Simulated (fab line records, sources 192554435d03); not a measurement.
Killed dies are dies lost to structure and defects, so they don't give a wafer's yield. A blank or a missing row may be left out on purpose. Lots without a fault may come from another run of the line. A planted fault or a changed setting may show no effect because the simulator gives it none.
Which tool did it? | flow n5_finfet | 11 lots, 32 wafers sampled, at 4 steps of a route of 1938

WHAT THE GAUGES READ, wafer by wafer
The record holds no reading of a measuring or inspecting step that can be judged against a usual standard deviation.

WHICH TOOL RAN EACH LOT (tool, then ch and the chambers of the sampled wafers, then the start)
lot  | N5_BEOL_M15_DEGAS_41         | N5_MIM_BOT_DEGAS_01          | N5_MIM_BOT_ETCH_ETCH_03           | N5_PASSIVATION_PASS_ETCH_74
L958 | pvd_sputter-03, day 12 02:44 | pvd_sputter-03, day 12 09:15 | rie_metal-02 ch 0,1, day 12 11:59 | rie_diel-02 ch 0,1,3, day 12 15:08
L960 | pvd_sputter-02, day 12 23:32 | pvd_sputter-01, day 13 02:22 | rie_metal-01 ch 1, day 13 07:00   | rie_diel-02 ch 0,1, day 13 10:37
L962 | pvd_sputter-03, day 13 07:16 | pvd_sputter-03, day 13 10:08 | rie_metal-02 ch 0,1, day 13 12:40 | rie_diel-03 ch 1,3, day 13 14:09
L965 | pvd_sputter-02, day 13 19:19 | pvd_sputter-03, day 13 23:08 | rie_metal-02 ch 0,1, day 14 01:25 | rie_diel-03 ch 0,1,3, day 14 02:54
L966 | pvd_sputter-01, day 14 05:42 | pvd_sputter-03, day 14 08:27 | rie_metal-02 ch 0,1, day 14 11:05 | rie_diel-02 ch 0,2, day 14 13:06
L968 | pvd_sputter-02, day 14 13:43 | pvd_sputter-01, day 14 17:50 | rie_metal-03 ch 0,1, day 14 21:28 | rie_diel-01 ch 2,3, day 15 00:44
L970 | pvd_sputter-03, day 14 20:56 | pvd_sputter-03, day 15 00:42 | rie_metal-02 ch 0,1, day 15 03:10 | rie_diel-01 ch 0,2,3, day 15 06:28
L973 | pvd_sputter-02, day 15 06:47 | pvd_sputter-01, day 15 10:16 | rie_metal-02 ch 0,1, day 15 12:35 | rie_diel-01 ch 0,2,3, day 15 14:49
L974 | pvd_sputter-02, day 15 11:13 | pvd_sputter-02, day 15 14:04 | rie_metal-02 ch 0,1, day 15 17:47 | rie_diel-02 ch 0,1,2, day 15 21:02
L975 | pvd_sputter-03, day 16 17:51 | pvd_sputter-01, day 16 20:41 | rie_metal-03 ch 0,1, day 17 01:31 | rie_diel-02 ch 0,3, day 17 04:50
L980 | pvd_sputter-02, day 17 02:19 | pvd_sputter-02, day 17 05:25 | rie_metal-03 ch 0,1, day 17 08:03 | rie_diel-02 ch 1,2, day 17 09:45
- N5_BEOL_M15_DEGAS_41: time 60 s.
- N5_MIM_BOT_DEGAS_01: time 60 s.
- N5_MIM_BOT_ETCH_ETCH_03: etches the open film in Cl2/BCl3, target depth 12 nm.
- N5_PASSIVATION_PASS_ETCH_74: etches SiNx in CF4/O2, target depth 220 nm, time 110 s.

WHAT THE TOOLS THEMSELVES READ (means of the sampled wafers that have a number; where no wafer has one, the mark that the record gives instead)
N5_BEOL_M15_DEGAS_41. Usual: heater_power_w 471 W, standard deviation 83.
lot  | tool           | heater_power_w (W) | flag
L958 | pvd_sputter-03 | 523                |
L960 | pvd_sputter-02 | 440                |
L962 | pvd_sputter-03 | 410                |
L965 | pvd_sputter-02 | 459                |
L966 | pvd_sputter-01 | 478                |
L968 | pvd_sputter-02 | 473                |
L970 | pvd_sputter-03 | 451                |
L973 | pvd_sputter-02 | 489                |
L974 | pvd_sputter-02 | 523                |
L975 | pvd_sputter-03 | 483                |
L980 | pvd_sputter-02 | 390                |

N5_MIM_BOT_DEGAS_01. Usual: heater_power_w 480 W, standard deviation 70.
lot  | tool           | heater_power_w (W) | flag
L958 | pvd_sputter-03 | 524                |
L960 | pvd_sputter-01 | 452                |
L962 | pvd_sputter-03 | 460                |
L965 | pvd_sputter-03 | 529                |
L966 | pvd_sputter-03 | 484                |
L968 | pvd_sputter-01 | 455                |
L970 | pvd_sputter-03 | 414                |
L973 | pvd_sputter-01 | 452                |
L974 | pvd_sputter-02 | 519                |
L975 | pvd_sputter-01 | 446                |
L980 | pvd_sputter-02 | 567                |

N5_MIM_BOT_ETCH_ETCH_03. Usual: drypump_motor_current_A 5.9 A, standard deviation 0.45; oes_product_au 0.79 a.u., standard deviation 0.057; rf_fwd_power_W 793.1 W, standard deviation 2.9; throttle_valve_pct 27.38 %, standard deviation 0.12.
lot  | tool         | drypump_motor_current_A (A) | oes_product_au (a.u.) | rf_fwd_power_W (W) | throttle_valve_pct (%) | flag
L958 | rie_metal-02 | 6.3                         | 0.79                  | 792.1              | 27.30                  |
L960 | rie_metal-01 | 5.5                         | 0.88                  | 791.7              | 27.32                  |
L962 | rie_metal-02 | 6.1                         | 0.79                  | 794.6              | 27.39                  |
L965 | rie_metal-02 | 6.1                         | 0.78                  | 795.0              | 27.38                  |
L966 | rie_metal-02 | 6.1                         | 0.77                  | 793.7              | 27.39                  |
L968 | rie_metal-03 | 5.6                         | 0.91                  | 793.3              | 27.47                  |
L970 | rie_metal-02 | 6.1                         | 0.77                  | 794.6              | 27.39                  |
L973 | rie_metal-02 | 6.1                         | 0.70                  | 666.6              | 27.39                  | OFF
L974 | rie_metal-02 | 6.3                         | 0.74                  | 727.5              | 27.31                  | OFF
L975 | rie_metal-03 | 5.4                         | 0.83                  | 796.3              | 27.44                  |
L980 | rie_metal-03 | 5.6                         | 0.84                  | 793.0              | 27.46                  |

N5_PASSIVATION_PASS_ETCH_74. Usual: drypump_motor_current_A 5.9 A, standard deviation 0.4; oes_product_au 0.78 a.u., standard deviation 0.098; rf_fwd_power_W 532.6 W, standard deviation 1.7; rf_vpp_V 239 V, standard deviation 8.1; showerhead_plenum_p_Torr 2.21 Torr, standard deviation 0.064; throttle_valve_pct 16.0 %, standard deviation 0.3.
lot  | tool        | drypump_motor_current_A (A) | oes_product_au (a.u.) | rf_fwd_power_W (W) | rf_vpp_V (V) | showerhead_plenum_p_Torr (Torr) | throttle_valve_pct (%) | flag
L958 | rie_diel-02 | 5.8                         | 0.77                  | 533.6              | 244          | 2.17                            | 16.2                   |
L960 | rie_diel-02 | 5.8                         | 0.77                  | 531.9              | 236          | 2.15                            | 16.2                   |
L962 | rie_diel-03 | 6.3                         | 0.79                  | 534.0              | 240          | 2.27                            | 16.0                   |
L965 | rie_diel-03 | 6.1                         | 0.74                  | 534.5              | 237          | 2.25                            | 16.0                   |
L966 | rie_diel-02 | 6.0                         | 0.78                  | 532.4              | 243          | 2.25                            | 16.0                   |
L968 | rie_diel-01 | 6.0                         | 0.89                  | 532.0              | 242          | 2.17                            | 15.8                   |
L970 | rie_diel-01 | 5.6                         | 0.81                  | 530.8              | 240          | 2.21                            | 16.0                   |
L973 | rie_diel-01 | 5.6                         | 0.82                  | 530.6              | 240          | 2.21                            | 16.0                   |
L974 | rie_diel-02 | 5.9                         | 0.75                  | 532.1              | 240          | 2.20                            | 16.1                   |
L975 | rie_diel-02 | 5.9                         | 0.89                  | 532.1              | 251          | 2.19                            | 15.8                   |
L980 | rie_diel-02 | 5.8                         | 0.83                  | 532.3              | 236          | 2.32                            | 16.1                   |

THE ANSWER, worked out from the rows above alone
Rule: a lot is off if the mean of its wafers that have a number lies more than 3 standard deviations from the usual mean. A lot without any number at a reading at which 4 lots or more have one is off too. The other lots that the step has rows for count as sound. The gauges are gone through in route order, then the tools' own readings, and for those a lot's mean is taken as printed above. The first step at which some lot is off is used, and at that step the reading that is off furthest; a lot without a number counts as furthest.
Off: L973, L974, at N5_MIM_BOT_ETCH_ETCH_03 (rf_fwd_power_W).
A tool fits if, at that step or a process step before it, it ran every lot that is off, and no sound lot after the first of them. One fits: rie_metal-02 at N5_MIM_BOT_ETCH_ETCH_03. Its last sound lot is L970 (day 15 03:10), its first lot that is off L973 (day 15 12:35): a fault that began between those two fits.
The tool's own readings at N5_MIM_BOT_ETCH_ETCH_03 bear it out: on the lots that are off they differ by more than 5 times the standard deviation of the sound lots' means. rf_fwd_power_W reads 697.0 W there against 793.8 W on the sound lots.

WHAT THE SIMULATOR HAD PUT IN
Process parameter drift: rie_metal-02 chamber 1, from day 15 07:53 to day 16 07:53, at N5_MIM_BOT_ETCH_ETCH_03. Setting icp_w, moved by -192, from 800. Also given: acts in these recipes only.
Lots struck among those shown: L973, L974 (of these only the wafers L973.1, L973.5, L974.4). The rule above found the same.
